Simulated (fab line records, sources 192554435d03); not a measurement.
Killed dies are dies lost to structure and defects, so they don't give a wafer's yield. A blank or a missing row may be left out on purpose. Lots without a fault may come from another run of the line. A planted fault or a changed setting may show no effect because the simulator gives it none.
Chamber matching | flow n5_finfet | N5_BEOL_M15_ETCH_57 on rie_diel-03: 4 sister chambers
The step etches SOC in N2/H2, time 750 s. 8 wafers are shown with their chamber, then 8 later ones without.

WAFERS WITH THEIR CHAMBER
wafer  | chamber | showerhead_plenum_p_Torr (Torr) | rf_vpp_V (V)
L077.5 | 0       | 2.57                            | 523.7
L076.1 | 1       | 2.52                            | 524.9
L080.5 | 2       | 2.61                            | 526.8
L080.6 | 1       | 2.52                            | 523.2
L083.1 | 0       | 2.56                            | 524.0
L083.4 | 2       | 2.61                            | 524.5
L083.5 | 3       | 2.51                            | 523.7
L088.1 | 3       | 2.50                            | 523.0

WAFERS WITHOUT THEIR CHAMBER
wafer  | showerhead_plenum_p_Torr (Torr) | rf_vpp_V (V)
L088.2 | 2.55                            | 525.0
L088.5 | 2.51                            | 523.2
L096.2 | 2.50                            | 523.9
L096.4 | 2.50                            | 522.8
L096.5 | 2.55                            | 523.8
L091.3 | 2.60                            | 524.7
L091.4 | 2.50                            | 522.6
L091.5 | 2.50                            | 523.7

WHICH CHAMBER EACH WENT THROUGH
wafer  | from the rows above     | in truth
L088.2 | 0                       | 0
L088.5 | can't be placed: 3 or 1 | 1
L096.2 | 3                       | 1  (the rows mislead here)
L096.4 | 3                       | 3
L096.5 | 0                       | 0
L091.3 | 2                       | 2
L091.4 | 3                       | 3
L091.5 | 3                       | 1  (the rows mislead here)
Placed correctly: 5 of 8. Can't be placed from these rows: 1 (the true chamber is among the candidates in 1). Placed wrongly: 2.
How it was worked out, from the rows above alone: a wafer's distance from a chamber is the root of the sum, over the readings, of the square of ((its reading less the chamber's mean) divided by the reading's scatter). The wafer belongs to the nearest chamber; if the next one is less than 2 further off, it can't be placed. A chamber's mean is the mean of its shown wafers. The scatter: the root of (the sum of the squares of (reading less its chamber's mean) over the shown wafers, divided by (wafers less chambers)).
